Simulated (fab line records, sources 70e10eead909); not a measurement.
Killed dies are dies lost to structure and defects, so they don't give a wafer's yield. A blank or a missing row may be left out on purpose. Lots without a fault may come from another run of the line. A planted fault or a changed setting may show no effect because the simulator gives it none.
fab line records | flow nand_harc
record lots=24 wafers=72 last_day=33
route steps=1302 shown A_BLC@1121 A_M0@1157 A_M1@1180
lots that met no fault: from a run of the same line without faults
start_h: hours from the record's first day to the start of the lot's first wafer shown | wait_h: hours since the lot's step before | " the same as in the row above | L1.1+2: a row that stands for several wafers | - no value, or no start given | * or withheld: withheld | < > ~ a bound
route shown NAME@n: a module of which the file shows steps, and the number in the route of the first | usual: mean/standard deviation of fault-free wafers | same: alike in all rows | chamber/n: place in a boat | sites: the reading at each site | _std_site: their standard deviation | _edge_site: outer sites' mean less inner sites' | radius_mm: how far each site lies from the wafer's centre | mask NAME#n: copy n | behind: the tool/chamber that last shaped the wafer | hold: why the lot was held/for how many hours/how that ended | device: the transistor (n, p or np) that didn't switch | end of line: the same wafers' tests at the end of the route | a step without rows: its recipe alone | killed: dies lost to structure and defects at the first sort, not the wafer's yield | map: a wafer's dies, x killed, . not, _ none there
set.NAME: the setting as run; set.NAME@STEP: as run at that earlier step | model.NAME: the simulator's own value behind a step, which no gauge read
steps of the route over a sample of lots; a table a step, a row a wafer
services: from which hour (start_h, from the record's first day; less than 0 if before it) a tool's chamber was out of use, for how many hours, and why
## steps
# step NHARC_A_BLC_ETCH_16
# recipe target_depth_a=390 over_etch_frac=0.3 time_s=65 ion_energy_ev=80 cf4_flow_sccm=150 ar_flow_sccm=0 rf_w=300 bias_w=100 chemistry=CF4
# usual cf4_flow_sccm=150.0/0.45 chamber_pressure_mTorr=49.99/0.044 drypump_motor_current_A=5.7/0.49 oes_product_au=1.002/0.011 rf_vpp_V=152.0/1 showerhead_plenum_p_Torr=1.82/0.05 throttle_valve_pct=13.284/0.0085
# columns lot.wafer tool chamber start_h wait_h cf4_flow_sccm chamber_pressure_mTorr drypump_motor_current_A oes_product_au rf_hours_counter_h rf_vpp_V showerhead_plenum_p_Torr throttle_valve_pct
L074.4 rie_diel-03 0 528.12 0.1 150.3 50.05 5.6 1.012 7 150.3 1.77 13.288
L074.3 " 2 " " 150.4 50.03 5.9 1.008 6 151.7 1.82 13.272
L074.5 " 3 " " 149.7 50.03 6.0 0.989 - 151.9 1.79 13.290
L076.1 rie_diel-09 0 528.45 0.1 148.7 50.08 6.5 1.003 1 152.6 1.87 13.287
L076.4 " 3 " " 149.5 50.00 6.2 1.013 1 151.0 1.84 13.280
L076.5 " 0 " " 150.4 50.01 6.5 1.010 - 152.1 1.87 13.277
L075.3 rie_diel-03 2 532.89 0.1 149.9 49.98 5.9 1.000 6 151.0 1.82 13.288
L075.1 " 1 " " 150.3 49.97 5.5 1.007 7 151.6 1.76 13.297
L075.5 " 3 " " 150.4 49.97 6.0 0.994 - 151.6 1.79 13.285
L077.1 rie_diel-03 1 544.48 0.1 149.5 49.94 5.5 0.998 8 151.4 1.76 13.284
L077.2 " 2 " " 149.4 50.00 5.9 0.988 7 152.0 1.82 13.291
L077.5 " 3 " " 150.3 49.96 6.0 1.001 - 152.1 1.79 13.272
L078.1 rie_diel-09 2 550.46 0.1 150.8 50.03 5.2 1.018 3 154.0 1.89 13.281
L078.2 " 0 " " 150.2 49.98 6.5 1.001 2 151.9 1.87 13.287
L078.5 " 1 " " 149.1 50.05 5.1 0.981 - 152.5 1.84 13.281
L080.4 rie_diel-07 2 575.00 0.1 149.9 49.92 5.4 1.009 30 153.6 1.85 13.292
L080.5 " 0 " " 150.0 50.04 6.3 0.997 - 149.8 1.71 13.268
L080.6 " 1 " " 150.4 49.93 6.1 1.003 - 151.3 1.72 13.278
L079.1 rie_diel-03 1 575.69 0.1 150.1 50.03 5.5 1.010 12 150.7 1.75 13.288
L079.3 " 2 " " 151.0 50.06 5.9 0.989 11 150.9 1.82 13.278
L079.5 " 3 " " 150.4 49.95 6.0 0.998 - 151.8 1.79 13.269
L083.3 rie_diel-09 1 602.85 0.1 150.1 49.98 5.2 0.994 6 152.2 1.84 13.285
L083.1 " 3 " " 150.8 50.02 6.3 1.006 5 152.0 1.84 13.282
L083.6 " 0 " " 150.3 49.98 6.5 0.988 - 152.4 1.87 13.282
L081.2 rie_diel-09 1 620.84 0.1 150.5 50.02 5.2 1.008 7 152.1 1.83 13.284
L081.4 " 3 " " 150.2 49.96 6.3 1.006 6 151.9 1.84 13.285
L081.5 " 0 " " 149.4 50.03 6.5 1.000 - 152.4 1.87 13.272
L082.4 rie_diel-09 2 627.66 0.1 149.8 50.05 5.2 1.007 7 152.7 1.89 13.277
L082.2 " 0 " " 149.7 49.90 6.5 0.992 6 153.0 1.87 13.295
L082.1 " 1 " " 150.1 49.93 5.2 0.989 7 152.4 1.83 13.288
L085.4 rie_diel-09 1 629.89 0.1 148.8 50.07 5.2 0.982 8 151.9 1.84 13.276
L085.6 " 1 " " 149.6 49.97 5.1 0.995 - 152.2 1.84 13.274
L085.5 " 2 " " 149.8 49.96 5.2 1.010 - 150.4 1.89 13.286
L084.2 rie_diel-09 2 631.60 0.1 149.9 49.98 5.2 1.021 8 152.8 1.89 13.281
L084.6 " 1 " " 150.2 49.94 5.1 0.992 - 151.9 1.83 13.272
L084.5 " 2 " " 150.3 49.97 5.2 1.007 - 150.3 1.89 13.269
L087.1 rie_diel-09 1 647.72 0.1 150.3 49.94 5.2 0.993 9 151.9 1.83 13.274
L087.2 " 3 " " 150.5 49.99 6.2 1.004 7 151.6 1.84 13.282
L087.6 " 2 " " 150.4 50.02 5.2 1.016 - 153.0 1.89 13.283
L086.2 rie_diel-09 2 650.93 0.1 149.7 50.02 5.2 1.012 10 152.6 1.89 13.289
L086.1 " 0 " " 149.6 50.01 6.5 0.991 8 152.4 1.87 13.297
L086.5 " 2 " " 150.2 49.96 5.2 1.008 - 153.0 1.89 13.282
L088.2 rie_diel-03 0 674.25 0.1 149.7 49.91 5.6 1.018 3 151.9 1.77 13.293
L088.3 " 1 " " 149.8 49.95 5.5 1.008 3 151.9 1.75 13.275
L088.6 " 1 " " 149.6 49.95 5.5 1.013 - 150.1 1.75 13.286
L089.4 rie_diel-03 2 685.67 0.1 150.7 50.02 5.9 0.980 3 150.9 1.82 13.293
L089.2 " 3 " " 150.4 49.98 6.0 1.000 3 150.3 1.79 13.284
L089.6 " 1 " " 150.3 50.03 5.5 1.004 - 151.3 1.75 13.265
L090.1 rie_diel-03 0 688.07 0.1 150.0 49.96 5.6 1.024 4 151.9 1.77 13.280
L090.2 " 2 " " 149.8 49.96 5.9 0.995 3 151.1 1.82 13.285
L090.3 " 3 " " 149.8 49.99 6.0 1.011 3 152.5 1.79 13.289
L092.1 rie_diel-09 2 702.61 0.1 149.8 50.12 5.2 1.003 0 152.2 1.89 13.281
L092.4 " 3 " " 149.7 50.02 6.3 0.993 0 152.0 1.84 13.294
L092.2 " 0 " " 149.8 50.03 6.5 0.984 0 154.1 1.87 13.277
L091.3 rie_diel-03 1 702.77 0.1 150.8 50.00 5.5 1.006 5 150.4 1.75 13.285
L091.5 " 3 " " 151.0 49.98 6.0 1.001 - 151.4 1.79 13.278
L091.6 " 0 " " 150.0 49.94 5.6 1.022 - 152.5 1.77 13.288
L093.4 rie_diel-09 3 708.53 0.1 149.9 50.06 6.3 0.989 1 151.5 1.84 13.284
L093.6 " 2 " " 150.1 49.93 5.2 1.010 - 151.9 1.89 13.287
L093.5 " 3 " " 150.0 50.01 6.3 0.994 - 153.5 1.84 13.277
L095.2 rie_diel-09 1 725.13 0.1 150.1 50.06 5.1 1.005 1 153.5 1.83 13.277
L095.1 " 3 " " 149.2 49.97 6.2 1.000 2 151.8 1.84 13.289
L095.6 " 0 " " 150.2 49.99 6.5 0.997 - 153.5 1.87 13.292
L094.2 rie_diel-07 2 725.47 0.1 150.1 50.02 5.4 1.017 17 152.4 1.84 13.283
L094.6 " 1 " " 149.6 49.94 6.1 0.996 - 151.8 1.71 13.295
L094.5 " 2 " " 149.5 50.02 5.4 1.020 - 153.1 1.84 13.296
L096.2 rie_diel-09 3 742.30 0.1 150.8 50.04 6.3 0.994 4 153.0 1.84 13.276
L096.1 " 0 " " 150.0 49.96 6.5 0.987 4 152.2 1.87 13.300
L096.5 " 0 " " 150.2 49.99 6.5 0.995 - 154.0 1.87 13.290
L097.3 rie_diel-09 0 746.18 0.1 150.0 50.00 6.5 0.997 5 152.1 1.87 13.282
L097.1 " 1 " " 149.9 49.99 5.2 1.005 4 152.4 1.83 13.275
L097.4 " 2 " " 150.2 49.95 5.2 1.014 5 152.0 1.89 13.277
# step NHARC_A_BLC_ETCH_17
# recipe target_depth_a=3900 over_etch_frac=0.25 time_s=609.38 ion_energy_ev=200 n2_flow_sccm=150 h2_flow_sccm=150 ar_flow_sccm=0 rf_w=400 bias_w=150 chemistry=N2/H2
# usual chamber_pressure_mTorr=30.001/0.026 drypump_motor_current_A=5.7/0.49 oes_product_au=1.000/0.011 rf_vpp_V=432.5/2 showerhead_plenum_p_Torr=2.11/0.066 throttle_valve_pct=14.172/0.009
# columns lot.wafer tool chamber start_h wait_h chamber_pressure_mTorr drypump_motor_current_A oes_product_au rf_hours_counter_h rf_vpp_V showerhead_plenum_p_Torr throttle_valve_pct
L074.4 rie_diel-03 3 - - 30.031 6.0 0.994 6 432.6 2.07 14.181
L074.3 " 2 " " 29.995 5.9 1.004 6 431.5 2.11 14.180
L074.5 " 3 " " 30.018 6.0 0.997 - 431.7 2.06 14.159
L076.1 rie_diel-09 1 - - 29.972 5.2 0.986 2 432.6 2.13 14.182
L076.4 " 3 " " 29.994 6.3 0.993 1 432.8 2.14 14.172
L076.5 " 2 " " 29.983 5.2 0.998 - 434.7 2.19 14.173
L075.3 rie_diel-03 0 - - 30.008 5.6 1.012 8 430.6 2.04 14.166
L075.1 " 1 " " 29.995 5.6 1.004 7 429.8 2.02 14.180
L075.5 " 0 " " 30.001 5.6 1.016 - 432.3 2.04 14.180
L077.2 rie_diel-03 1 - - 30.023 5.5 0.998 8 429.7 2.02 14.160
L077.1 " 3 " " 30.035 6.0 0.995 7 430.4 2.06 14.183
L077.5 " 2 " " 30.047 5.9 0.988 - 432.3 2.11 14.157
L078.1 rie_diel-09 1 - - 29.977 5.1 0.998 3 433.0 2.13 14.178
L078.2 " 0 " " 29.976 6.5 0.991 2 434.1 2.17 14.172
L078.5 " 1 " " 29.983 5.1 0.995 - 432.4 2.13 14.156
L080.4 rie_diel-07 2 - - 30.010 5.4 1.022 30 434.2 2.15 14.162
L080.6 " 0 " " 29.976 6.3 0.990 - 429.2 1.96 14.186
L080.5 " 1 " " 30.008 6.1 1.006 - 430.0 1.98 14.161
L079.1 rie_diel-03 0 - - 30.037 5.6 1.004 11 430.7 2.04 14.177
L079.3 " 3 " " 30.046 6.0 1.001 11 431.4 2.06 14.174
L079.5 " 1 " " 29.976 5.5 0.995 - 428.3 2.02 14.165
L083.3 rie_diel-09 0 - - 29.950 6.5 0.994 5 434.5 2.17 14.176
L083.1 " 3 " " 30.022 6.3 1.002 5 432.9 2.14 14.179
L083.6 " 0 " " 29.975 6.5 0.990 - 434.2 2.17 14.179
L081.4 rie_diel-09 0 - - 30.013 6.5 0.985 6 433.3 2.17 14.160
L081.2 " 1 " " 30.029 5.1 0.984 7 432.3 2.12 14.190
L081.5 " 2 " " 30.015 5.2 1.020 - 436.2 2.19 14.172
L082.1 rie_diel-09 1 - - 29.973 5.2 0.990 7 433.9 2.12 14.172
L082.2 " 2 " " 29.993 5.2 0.999 7 434.1 2.19 14.165
L082.4 " 0 " " 30.063 6.5 0.981 6 433.3 2.17 14.188
L085.4 rie_diel-09 2 - - 29.989 5.2 1.004 8 434.8 2.19 14.167
L085.5 " 1 " " 30.009 5.2 0.992 - 432.3 2.12 14.170
L085.6 " 2 " " 30.003 5.2 1.002 - 435.6 2.19 14.169
L084.2 rie_diel-09 3 - - 30.040 6.2 1.007 7 432.1 2.13 14.165
L084.6 " 2 " " 30.021 5.2 1.012 - 435.4 2.19 14.150
L084.5 " 3 " " 30.023 6.3 1.000 - 432.9 2.13 14.184
L087.1 rie_diel-09 0 - - 29.962 6.5 1.000 7 434.1 2.17 14.169
L087.2 " 2 " " 29.963 5.2 1.006 9 435.5 2.19 14.187
L087.6 " 3 " " 30.022 6.3 1.008 - 433.3 2.13 14.170
L086.1 rie_diel-09 1 - - 30.015 5.2 0.994 9 432.8 2.12 14.167
L086.2 " 2 " " 29.979 5.2 1.002 10 435.2 2.19 14.181
L086.5 " 2 " " 29.936 5.2 1.014 - 435.0 2.19 14.191
L088.2 rie_diel-03 2 - - 30.002 5.9 0.997 3 433.3 2.11 14.153
L088.3 " 3 " " 29.993 6.0 1.016 3 432.0 2.06 14.154
L088.6 " 2 " " 30.021 5.9 0.993 - 432.0 2.11 14.164
L089.2 rie_diel-03 0 - - 29.996 5.6 1.021 3 430.6 2.04 14.172
L089.4 " 1 " " 30.024 5.5 0.995 3 430.4 2.02 14.168
L089.6 " 3 " " 29.974 6.0 1.014 - 429.3 2.06 14.176
L090.2 rie_diel-03 2 - - 29.995 5.9 0.984 4 432.8 2.10 14.176
L090.3 " 3 " " 30.043 6.0 1.005 4 430.2 2.06 14.176
L090.1 " 0 " " 29.956 5.6 1.019 4 430.1 2.04 14.176
L092.1 rie_diel-09 1 - - 30.033 5.2 0.999 0 433.7 2.12 14.164
L092.2 " 2 " " 30.030 5.2 1.018 0 436.0 2.19 14.180
L092.4 " 0 " " 29.993 6.5 0.997 0 433.6 2.17 14.181
L091.3 rie_diel-03 3 - - 29.998 6.0 0.998 5 429.8 2.06 14.164
L091.5 " 1 " " 30.023 5.5 1.001 - 430.6 2.02 14.178
L091.6 " 2 " " 30.012 5.9 0.989 - 431.3 2.10 14.168
L093.4 rie_diel-09 2 - - 29.995 5.2 1.015 1 436.3 2.19 14.169
L093.6 " 1 " " 29.961 5.2 0.992 - 431.9 2.12 14.158
L093.5 " 2 " " 29.944 5.2 1.014 - 435.3 2.19 14.177
L095.1 rie_diel-09 1 - - 30.016 5.2 0.995 2 432.0 2.12 14.173
L095.2 " 3 " " 30.027 6.3 0.975 3 432.8 2.13 14.184
L095.6 " 1 " " 29.998 5.1 0.984 - 433.5 2.12 14.184
L094.2 rie_diel-07 2 - - 30.013 5.4 1.021 17 432.6 2.13 14.172
L094.6 " 3 " " 30.035 5.0 1.019 - 429.6 1.98 14.180
L094.5 " 0 " " 30.020 6.3 0.994 - 427.3 1.94 14.166
L096.2 rie_diel-09 1 - - 29.990 5.2 0.979 3 431.6 2.12 14.171
L096.1 " 0 " " 30.035 6.5 0.992 4 434.6 2.17 14.175
L096.5 " 1 " " 30.012 5.2 0.983 - 433.6 2.12 14.186
L097.1 rie_diel-09 0 - - 30.027 6.5 0.988 5 434.5 2.17 14.167
L097.3 " 2 " " 29.971 5.2 1.012 5 435.2 2.19 14.171
L097.4 " 3 " " 30.015 6.3 0.998 5 432.9 2.13 14.179
# step NHARC_A_BLC_CVD_24
# recipe target_thk_a=1500 temp_c=300 pressure_torr=40 wf6_flow_sccm=40 h2_flow_sccm=1600 ar_flow_sccm=1560 time_s=434 material=W
# usual heater_power_w=449/36 susceptor_temp_C=300.02/0.19 throttle_valve_pct=8.06/0.24
# columns lot.wafer tool chamber start_h wait_h heater_power_w susceptor_temp_C throttle_valve_pct
L074.4 cvd_w-01 0 - - 408 300.21 8.07
L074.3 " 1 " " 521 299.96 8.34
L074.5 " 0 " " 414 300.16 7.68
L076.1 cvd_w-02 1 - - 447 299.98 8.11
L076.4 " 1 " " 437 300.03 8.04
L076.5 " 0 " " 466 300.07 8.09
L075.1 cvd_w-02 0 - - 461 - 8.00
L075.3 " 0 " " 459 - 8.35
L075.5 " 0 " " 462 - 8.38
L077.2 cvd_w-02 0 - - 463 300.09 8.17
L077.1 " 1 " " 443 299.99 8.13
L077.5 " 0 " " 470 299.78 8.11
L078.1 cvd_w-02 0 - - 458 300.13 8.23
L078.2 " 1 " " 435 299.81 8.12
L078.5 " 1 " " 441 299.92 7.94
L080.4 cvd_w-02 1 - - 440 299.88 8.01
L080.6 " 0 " " 473 300.15 8.49
L080.5 " 1 " " 449 299.75 7.98
L079.1 cvd_w-01 0 - - 393 300.03 7.87
L079.3 " 0 " " 391 299.64 8.01
L079.5 " 1 " " 479 300.00 7.45
L083.1 cvd_w-02 0 - - 476 299.82 8.32
L083.3 " 0 " " 460 300.03 8.34
L083.6 " 1 " " 455 299.98 8.04
L081.2 cvd_w-01 0 - - 385 300.25 7.83
L081.4 " 0 " " 388 300.20 7.86
L081.5 " 1 " " 470 299.90 7.71
L082.2 cvd_w-01 0 - - 402 300.09 7.93
L082.1 " 1 " " 484 300.01 7.99
L082.4 " 0 " " 390 300.07 7.93
L085.4 cvd_w-02 0 - - 471 300.28 8.63
L085.6 " 0 " " 469 300.31 8.54
L085.5 " 1 " " 444 300.32 8.20
L084.2 cvd_w-02 0 - - 468 300.14 8.48
L084.6 " 0 " " 459 300.14 8.63
L084.5 " 1 " " 456 300.02 7.78
L087.2 cvd_w-01 1 - - 488 299.95 7.56
L087.1 " 0 " " 399 299.98 8.04
L087.6 " 0 " " 388 300.28 7.95
L086.1 cvd_w-02 1 - - 433 299.68 7.98
L086.2 " 0 " " 464 300.01 8.28
L086.5 " 1 " " 439 299.66 8.03
L088.2 cvd_w-02 0 - - 464 300.06 8.38
L088.3 " 1 " " 440 299.91 8.05
L088.6 " 1 " " 432 300.00 7.89
L089.2 cvd_w-01 1 - - 481 - 7.94
L089.4 " 1 " " 485 - 7.98
L089.6 " 1 " " 477 - 8.11
L090.2 cvd_w-02 1 - - 433 - 8.01
L090.1 " 0 " " 469 - 8.15
L090.3 " 0 " " 468 - 8.54
L092.1 cvd_w-01 0 - - 383 300.11 8.18
L092.2 " 1 " " 497 299.98 8.01
L092.4 " 0 " " 379 299.87 7.99
L091.3 cvd_w-02 0 - - 474 300.42 8.43
L091.5 " 0 " " 466 300.29 8.69
L091.6 " 1 " " 433 299.71 7.99
L093.4 cvd_w-01 0 - - 403 299.65 8.07
L093.6 " 1 " " 475 299.79 8.11
L093.5 " 0 " " 391 300.03 7.92
L095.1 cvd_w-01 1 - - 489 299.88 7.93
L095.2 " 0 " " 410 300.01 8.15
L095.6 " 1 " " 483 300.11 8.23
L094.2 cvd_w-02 0 - - 483 - 8.49
L094.5 " 0 " " 476 - 8.50
L094.6 " 1 " " 434 - 7.97
L096.2 cvd_w-01 0 - - 416 - 8.05
L096.1 " 1 " " 533 - 8.07
L096.5 " 1 " " 512 - 7.73
L097.1 cvd_w-01 1 - - 515 299.91 7.99
L097.3 " 1 " " 523 300.11 7.93
L097.4 " 0 " " 415 299.97 7.97
# step NHARC_A_M0_PRE_CLEAN_29
# recipe time_s=30 temp_c=280 gas=H2/He
# usual heater_power_w=429/37 susceptor_temp_C=280.02/0.18
# columns lot.wafer tool chamber start_h wait_h heater_power_w susceptor_temp_C
L074.3 pvd_sputter-02 - - - 371 280.19
L074.4 " - " " 456 279.82
L074.5 " - " " 368 280.13
L076.1 pvd_sputter-01 - - - 447 280.02
L076.4 " - " " 418 279.66
L076.5 " - " " 418 279.95
L075.1 pvd_sputter-03 - - - 454 279.99
L075.3 " - " " 412 279.82
L075.5 " - " " 457 280.12
L077.1 pvd_sputter-03 - - - 376 279.98
L077.2 " - " " 400 280.23
L077.5 " - " " 456 280.15
L078.2 pvd_sputter-02 - - - 372 280.08
L078.1 " - " " 459 279.96
L078.5 " - " " 494 279.92
L080.4 pvd_sputter-02 - - - 467 279.88
L080.6 " - " " 379 280.23
L080.5 " - " " 463 279.93
L079.3 pvd_sputter-03 - - - 457 280.17
L079.1 " - " " 401 279.70
L079.5 " - " " 368 279.96
L083.1 pvd_sputter-02 - - - 456 279.96
L083.3 " - " " 461 279.90
L083.6 " - " " 449 279.99
L081.4 pvd_sputter-01 - - - 452 280.12
L081.2 " - " " 434 280.06
L081.5 " - " " 420 280.16
L082.4 pvd_sputter-03 - - - 398 280.36
L082.2 " - " " 390 280.44
L082.1 " - " " 384 280.14
L085.4 pvd_sputter-03 - - - 445 279.89
L085.6 " - " " 382 280.02
L085.5 " - " " 458 279.52
L084.2 pvd_sputter-03 - - - 415 280.18
L084.6 " - " " 406 280.18
L084.5 " - " " 380 279.92
L087.2 pvd_sputter-01 - - - 399 280.18
L087.1 " - " " 426 279.96
L087.6 " - " " 430 280.15
L086.1 pvd_sputter-02 - - - 487 280.15
L086.2 " - " " 367 280.05
L086.5 " - " " 488 280.17
L088.2 pvd_sputter-01 - - - 451 279.97
L088.3 " - " " 411 280.21
L088.6 " - " " 425 279.74
L089.2 pvd_sputter-01 - - - 397 279.69
L089.4 " - " " 449 280.05
L089.6 " - " " 423 280.33
L090.3 pvd_sputter-02 - - - 481 -
L090.2 " - " " 481 -
L090.1 " - " " 465 -
L092.2 pvd_sputter-01 - - - 443 279.97
L092.1 " - " " 414 279.79
L092.4 " - " " 427 279.89
L091.3 pvd_sputter-01 - - - 399 279.89
L091.6 " - " " 450 280.10
L091.5 " - " " 395 279.80
L093.4 pvd_sputter-01 - - - 453 279.99
L093.5 " - " " 408 280.17
L093.6 " - " " 418 279.86
L095.1 pvd_sputter-01 - - - 413 279.97
L095.2 " - " " 420 280.20
L095.6 " - " " 398 279.70
L094.2 pvd_sputter-02 - - - 358 280.04
L094.6 " - " " 502 279.84
L094.5 " - " " 374 280.03
L096.1 pvd_sputter-02 - - - 480 280.03
L096.2 " - " " 473 279.90
L096.5 " - " " 348 280.04
L097.1 pvd_sputter-01 - - - 404 280.11
L097.3 " - " " 408 280.16
L097.4 " - " " 458 280.15
# step NHARC_A_M1_OVL_MEAS_10
# recipe pitch_nm=240
# usual overlay_x_nm=-0.2/0.76 overlay_y_nm=-0.2/0.74
# columns lot.wafer tool chamber start_h wait_h overlay_x_nm overlay_y_nm
L074.3 overlay-02 - 536.03 - 0.4 0.0
L074.4 " - " " 0.6 -0.3
L074.5 " - " " 0.9 0.3
L076.1 overlay-02 - 536.71 - 0.1 0.0
L076.4 " - " " -0.1 -0.3
L076.5 " - " " 0.5 -0.2
L075.1 overlay-01 - 540.65 - 0.7 -0.4
L075.3 " - " " 0.4 0.3
L075.5 " - " " 0.5 -0.1
L077.1 overlay-01 - 552.40 - -0.2 0.5
L077.2 " - " " 0.7 -0.2
L077.5 " - " " 0.6 0.0
L078.1 overlay-01 - 558.18 - 0.1 0.0
L078.2 " - " " 0.3 -0.1
L078.5 " - " " 0.5 -0.3
L080.4 overlay-01 - 582.91 - -0.1 -1.0
L080.5 " - " " -0.9 -1.0
L080.6 " - " " 0.1 -0.7
L079.1 overlay-01 - 583.80 - -0.7 0.9
L079.3 " - " " -1.2 0.2
L079.5 " - " " -0.5 0.5
L083.1 overlay-02 - 610.82 - 1.2 -0.6
L083.3 " - " " 0.3 0.0
L083.6 " - " " 1.1 -0.3
L081.2 overlay-01 - 628.54 - -1.9 0.2
L081.4 " - " " -2.0 0.1
L081.5 " - " " -1.4 0.6
L082.1 overlay-02 - 636.13 - -0.8 0.1
L082.2 " - " " -0.4 -0.6
L082.4 " - " " -0.5 -0.2
L085.4 overlay-01 - 637.69 - -0.2 -0.9
L085.5 " - " " -0.3 -1.4
L085.6 " - " " -0.2 -0.8
L084.2 overlay-02 - 639.71 - 0.4 0.3
L084.5 " - " " 0.7 -0.1
L084.6 " - " " 0.3 -0.5
L087.1 overlay-02 - 655.84 - -1.7 -1.2
L087.2 " - " " -1.2 -1.2
L087.6 " - " " -1.2 -0.8
L086.1 overlay-01 - 658.69 - 0.1 0.2
L086.2 " - " " 0.6 -0.4
L086.5 " - " " -0.8 -0.1
L088.2 overlay-01 - 682.32 - -1.0 0.5
L088.3 " - " " -1.7 0.9
L088.6 " - " " -0.8 0.2
L089.2 overlay-01 - 693.30 - 0.2 0.7
L089.4 " - " " -0.1 1.2
L089.6 " - " " -0.2 0.0
L090.1 overlay-01 - 695.97 - 0.6 -0.5
L090.2 " - " " 0.7 -0.6
L090.3 " - " " 1.2 -0.6
L092.1 overlay-01 - 710.61 - -0.5 0.7
L092.2 " - " " -0.5 0.8
L092.4 " - " " -0.4 0.8
L091.3 overlay-02 - 710.90 - 0.6 0.5
L091.5 " - " " -0.5 0.7
L091.6 " - " " 0.4 0.5
L093.4 overlay-01 - 716.29 - 0.2 -0.2
L093.5 " - " " 0.4 -0.6
L093.6 " - " " 0.0 -0.8
L095.1 overlay-01 - 733.09 - -1.0 0.6
L095.2 " - " " -1.2 1.2
L095.6 " - " " -1.2 -0.1
L094.2 overlay-02 - 733.38 - 0.8 -1.2
L094.5 " - " " 0.5 -0.5
L094.6 " - " " 0.2 -1.1
L096.1 overlay-02 - 750.09 - -1.3 -1.2
L096.2 " - " " -1.7 -0.7
L096.5 " - " " -2.0 -0.8
L097.1 overlay-02 - 754.07 - 0.2 -2.3
L097.3 " - " " 0.9 -1.8
L097.4 " - " " 0.5 -1.7
# step NHARC_A_M1_PVD_20
# recipe target_thk_a=50 bias_v=168.6 power_w=15000 chamber_pressure_pa=0.12 time_s=8.06 substrate_temp_c=50 material=TaN
# usual chamber_pressure_pa=0.12004/0.00024 throttle_valve_pct=29.6/1.3
# columns lot.wafer tool chamber start_h wait_h chamber_pressure_pa throttle_valve_pct
L074.4 pvd_sputter-02 - - - 0.12014 28.6
L074.3 " - " " 0.12036 29.1
L074.5 " - " " 0.12016 29.4
L076.4 pvd_sputter-01 - - - 0.12009 29.2
L076.1 " - " " 0.12044 30.3
L076.5 " - " " 0.12039 30.9
L075.1 pvd_sputter-01 - - - 0.1199 31.1
L075.3 " - " " 0.12024 30.2
L075.5 " - " " 0.1203 28.9
L077.1 pvd_sputter-03 - - - 0.12034 29.0
L077.2 " - " " 0.12022 32.7
L077.5 " - " " 0.12006 29.3
L078.2 pvd_sputter-03 - - - 0.11995 29.1
L078.1 " - " " 0.12029 30.8
L078.5 " - " " 0.1199 29.1
L080.4 pvd_sputter-03 - - - 0.12004 30.9
L080.6 " - " " 0.11994 31.0
L080.5 " - " " 0.12009 29.0
L079.1 pvd_sputter-01 - - - 0.11969 30.3
L079.3 " - " " 0.12009 30.6
L079.5 " - " " 0.12039 27.3
L083.3 pvd_sputter-02 - - - 0.12015 29.9
L083.1 " - " " 0.11959 30.3
L083.6 " - " " 0.12039 29.5
L081.2 pvd_sputter-02 - - - 0.12006 29.0
L081.4 " - " " 0.12029 30.5
L081.5 " - " " 0.12014 28.8
L082.2 pvd_sputter-03 - - - 0.12004 29.2
L082.4 " - " " 0.12025 32.7
L082.1 " - " " 0.12015 30.9
L085.4 pvd_sputter-01 - - - 0.12003 28.5
L085.6 " - " " 0.12006 26.9
L085.5 " - " " 0.12053 30.1
L084.2 pvd_sputter-01 - - - 0.11994 28.9
L084.6 " - " " 0.12018 27.2
L084.5 " - " " 0.12018 30.3
L087.2 pvd_sputter-01 - - - 0.12014 30.7
L087.1 " - " " 0.1199 27.1
L087.6 " - " " 0.11974 30.6
L086.2 pvd_sputter-02 - - - 0.11981 28.8
L086.1 " - " " 0.12019 30.5
L086.5 " - " " 0.11958 29.5
L088.3 pvd_sputter-01 - - - 0.11999 30.8
L088.2 " - " " 0.11978 27.0
L088.6 " - " " 0.11991 30.4
L089.4 pvd_sputter-01 - - - 0.1203 30.8
L089.2 " - " " 0.11994 26.8
L089.6 " - " " 0.12016 27.1
L090.1 pvd_sputter-02 - - - 0.11989 30.4
L090.3 " - " " 0.12019 29.9
L090.2 " - " " 0.11981 30.7
L092.4 pvd_sputter-01 - - - 0.11969 30.5
L092.1 " - " " 0.12009 27.2
L092.2 " - " " 0.12028 30.3
L091.3 pvd_sputter-02 - - - 0.12014 30.3
L091.6 " - " " 0.11972 28.9
L091.5 " - " " 0.1204 30.8
L093.4 pvd_sputter-02 - - - 0.11983 30.2
L093.5 " - " " 0.11982 30.4
L093.6 " - " " 0.11965 30.2
L095.2 pvd_sputter-03 - - - 0.12009 31.3
L095.1 " - " " 0.12042 29.6
L095.6 " - " " 0.12001 32.8
L094.2 pvd_sputter-01 - - - 0.12008 30.3
L094.6 " - " " 0.12032 30.2
L094.5 " - " " 0.12008 28.5
L096.2 pvd_sputter-02 - - - 0.11987 29.6
L096.1 " - " " 0.12047 30.4
L096.5 " - " " 0.12033 29.5
L097.4 pvd_sputter-02 - - - 0.11996 30.0
L097.3 " - " " 0.12031 29.4
L097.1 " - " " 0.12032 28.7
## services
# columns tool chamber start_h hours kind
pvd_sputter-03 - 526.08 10.0 pm
rie_diel-09 - 532.42 2.3 repair
rie_diel-07 3 537.09 21.7 repair
cvd_w-01 - 547.00 13.0 pm
rie_diel-03 0 549.48 8.5 repair
pvd_sputter-03 - 560.84 11.4 repair
cvd_w-02 1 584.94 2.1 repair
cvd_w-01 - 594.81 0.6 repair
rie_diel-07 3 597.56 16.1 repair
rie_diel-03 3 605.76 18.8 repair
rie_diel-09 0 607.70 6.0 repair
rie_diel-09 1 613.34 5.3 repair
pvd_sputter-01 - 627.86 10.0 pm
rie_diel-03 - 635.32 9.0 pm
cvd_w-02 - 635.86 13.0 pm
pvd_sputter-02 - 639.76 10.0 pm
rie_diel-07 - 651.08 9.0 pm
rie_diel-09 - 674.10 9.0 pm
pvd_sputter-02 - 682.33 3.9 repair
cvd_w-02 0 699.67 5.0 repair
pvd_sputter-03 - 704.08 10.0 pm
rie_diel-09 1 711.09 9.2 repair
cvd_w-01 - 728.00 13.0 pm
cvd_w-02 - 735.14 0.7 repair
## key
fault none
